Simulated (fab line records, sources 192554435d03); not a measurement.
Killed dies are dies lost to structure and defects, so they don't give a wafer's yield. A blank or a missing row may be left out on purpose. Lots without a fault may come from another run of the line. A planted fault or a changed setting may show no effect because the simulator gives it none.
Which tool did it? | flow n5_finfet | 7 lots, 20 wafers sampled, at 4 steps of a route of 1938

WHAT THE GAUGES READ, wafer by wafer
N5_FIN_SAQP_CD_MEAS_31: target cd 8 nm.
lot  | measured    | on        | cd_nm (nm)
L154 | day 2 07:46 | cd_sem-03 | 7.87 8.16 8.03
L158 | day 3 10:23 | cd_sem-03 | 8.06 7.46 8.47
L160 | day 3 20:13 | cd_sem-02 | 7.99 8.15 8.17
L162 | day 4 08:11 | cd_sem-02 | 7.98 7.95 7.91
L166 | day 5 09:56 | cd_sem-02 | 8.33 3.88 8.41
L168 | day 5 20:49 | cd_sem-03 | 4.31 8.52
L175 | day 7 14:43 | cd_sem-01 | 7.99 7.93 7.82

WHICH TOOL RAN EACH LOT (tool, then ch and the chambers of the sampled wafers, then the start)
lot  | N5_FIN_SAQP_SPACER1_ALD_24       | N5_FIN_SAQP_SPACER2_ALD_28       | N5_FIN_SAQP_MANDREL2_REMOVE_60
L154 | ald_sin-02 ch 0,1,3, day 2 05:18 | ald_sin-03 ch 1,2,3, day 2 07:14 | rie_si-04 ch 0,2,3, day 2 07:39
L158 | ald_sin-03 ch 0,1,2, day 3 07:38 | ald_sin-03 ch 0,1,3, day 3 09:38 | rie_si-04 ch 0,2,3, day 3 10:17
L160 | ald_sin-01 ch 0,1, day 3 17:40   | ald_sin-01 ch 1,2, day 3 19:36   | rie_si-04 ch 1,2, day 3 20:07
L162 | ald_sin-02 ch 1,3, day 4 05:22   | ald_sin-02 ch 0,3, day 4 07:38   | rie_si-06 ch 1,3, day 4 08:04
L166 | ald_sin-02 ch 0,2,3, day 5 07:02 | ald_sin-03 ch 0,2,3, day 5 09:24 | rie_si-06 ch 2,3, day 5 09:49
L168 | ald_sin-01 ch 1,3, day 5 17:51   | ald_sin-03 ch 0,1, day 5 20:14   | rie_si-02 ch 2, day 5 20:42
L175 | ald_sin-01 ch 2,3, day 7 12:10   | ald_sin-02 ch 0,3, day 7 14:11   | rie_si-04 ch 0,2, day 7 14:35
- N5_FIN_SAQP_SPACER1_ALD_24: deposits SiO2, target thk 20.3 nm, pulse time 1 s, purge time 2 s.
- N5_FIN_SAQP_SPACER2_ALD_28: deposits SiO2, target thk 8.1 nm, pulse time 1 s, purge time 2 s.
- N5_FIN_SAQP_MANDREL2_REMOVE_60: chemistry HBr/Cl2/O2, target a-Si, stops on SiNx, bt time 10 s.

THE ANSWER, worked out from the rows above alone
Rule: what is usual is taken from the lots themselves. Put in order of their means at a reading, lots are off if they are a third of the lots or fewer, leave a main group of 4 or more, and stand apart from it by a gap of 3 or more times the standard deviation of the main group's means; of several such gaps the widest counts. A main group whose means are all the same, to the digits that the tables above print for the reading, isn't used. A lot without any number at a reading at which 4 lots or more have one is off too. The other lots that the step has rows for count as sound.
Off: L166, L168, at N5_FIN_SAQP_CD_MEAS_31 (cd_nm). The main group: mean 8.00 nm, standard deviation 0.065.
A tool fits if, at a process step before that reading, it ran every lot that is off, and no sound lot after the first of them. The gauges at N5_FIN_SAQP_CD_MEAS_31 are tried like those tools. One fits: ald_sin-03 at N5_FIN_SAQP_SPACER2_ALD_28. Its last sound lot is L158 (day 3 09:38), its first lot that is off L166 (day 5 09:24): a fault that began between those two fits.

WHAT THE SIMULATOR HAD PUT IN
Process parameter drift: ald_sin-03, from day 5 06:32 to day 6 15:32, at N5_FIN_SAQP_SPACER2_ALD_28. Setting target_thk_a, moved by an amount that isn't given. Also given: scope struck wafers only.
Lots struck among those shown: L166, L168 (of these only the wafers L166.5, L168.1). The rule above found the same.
